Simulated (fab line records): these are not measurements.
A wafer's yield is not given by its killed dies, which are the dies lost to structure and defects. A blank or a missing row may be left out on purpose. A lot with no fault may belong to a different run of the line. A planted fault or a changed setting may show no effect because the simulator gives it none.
Chamber matching	flow n5Finfet	N5_DUMMY_GATE_TRIM_49 on rieSi-04: 4 sister chambers
The step chemistry O2, time 29 s, target cd 14 nm. 14 wafers are shown with their chamber, then 7 later ones without.

WAFERS, EACH WITH ITS CHAMBER
wafer	chamber	throttleValvePct (%)	oesProductAu (a.u.)
L860.1	1	8.19	0.970
L860.4	2	8.10	1.010
L860.6	1	8.18	0.970
L861.2	0	8.49	0.958
L861.3	2	8.10	0.993
L861.4	1	8.18	0.960
L862.3	2	8.11	1.006
L862.4	1	8.19	0.981
L862.6	0	8.47	0.979
L865.2	3	8.34	0.996
L865.4	0	8.49	0.977
L865.6	1	8.20	0.987
L873.1	3	8.33	0.984
L873.3	1	8.20	0.989

SIGNATURES (averages over the wafers above)
reading	chamber 0	chamber 1	chamber 2	chamber 3	scatter within a chamber
throttleValvePct	8.4833	8.1900	8.1033	8.3350	0.00885
oesProductAu	0.97133	0.97617	1.00300	0.99000	0.0107
Rule: a wafer lies at a distance from a chamber equal to the root of the sum of squares, over the readings, of (its reading less the chamber's mean, divided by the reading's scatter). If the next closest chamber is less than 2 further off than the closest, the wafer can't be placed; otherwise it belongs to the closest. The scatter is the square root of a quotient: the sum, over the shown wafers, of each reading's squared deviation from its chamber's mean, divided by wafers minus chambers.

WAFERS WITH NO CHAMBER GIVEN
wafer	throttleValvePct (%)	oesProductAu (a.u.)
L873.4	8.47	0.983
L880.2	8.09	1.004
L880.3	8.50	0.988
L880.5	8.36	0.991
L881.2	8.35	0.983
L881.4	8.21	0.977
L881.5	8.21	0.986

EACH ONE'S CHAMBER
wafer	from the rows above	in truth
L873.4	0	0
L880.2	2	2
L880.3	0	0
L880.5	3	3
L881.2	3	3
L881.4	1	1
L881.5	1	1
7 of 7 placed correctly. Left unplaced by these rows: 0. Wrongly placed: 0.
